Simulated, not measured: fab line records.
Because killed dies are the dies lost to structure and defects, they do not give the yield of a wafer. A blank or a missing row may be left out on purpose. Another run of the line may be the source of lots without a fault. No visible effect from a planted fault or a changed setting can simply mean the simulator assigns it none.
Matching of chambers | flow n5-finfet | rie-diel-01 running N5_BEOL_M4_ETCH_74: 4 sister chambers
The step etches underlayer in N2/H2, target depth 6.5 nm, time 5.2 s. 4 wafers are shown with their chamber, then 8 later ones without.

EACH WAFER AND ITS CHAMBER
wafer  | chamber | showerhead-plenum-p-Torr (Torr)
L367.3 | 0       | 2.69
L367.5 | 2       | 2.52
L367.6 | 1       | 2.48
L368.1 | 3       | 2.51

WAFERS WITHOUT THEIR CHAMBER
wafer  | showerhead-plenum-p-Torr (Torr)
L368.3 | 2.48
L368.6 | 2.69
L369.1 | 2.69
L369.3 | 2.52
L369.4 | 2.48
L371.1 | 2.47
L371.5 | 2.69
L371.6 | 2.50

WHICH CHAMBER EACH WENT THROUGH
wafer  | from the rows above | in truth
L368.3 | 1                   | 1
L368.6 | 0                   | 0
L369.1 | 0                   | 0
L369.3 | 2                   | 2
L369.4 | 1                   | 1
L371.1 | 1                   | 1
L371.5 | 0                   | 0
L371.6 | 3                   | 3
Placed correctly: 8 of 8. Not placeable from these rows: 0. Wrongly placed: 0.
How it was worked out, from the rows above alone: a wafer's distance from a chamber is the root of the sum, over the readings, of the square of ((its reading less the chamber's mean) divided by the reading's scatter). The wafer belongs to the nearest chamber; if the next one is less than 2 further off, it can't be placed. For every chamber, the mean is computed from those of its wafers that are shown. The scatter (one wafer shown for each chamber): square how far every hidden wafer sits from the nearest shown wafer, average those squares and take the square root.
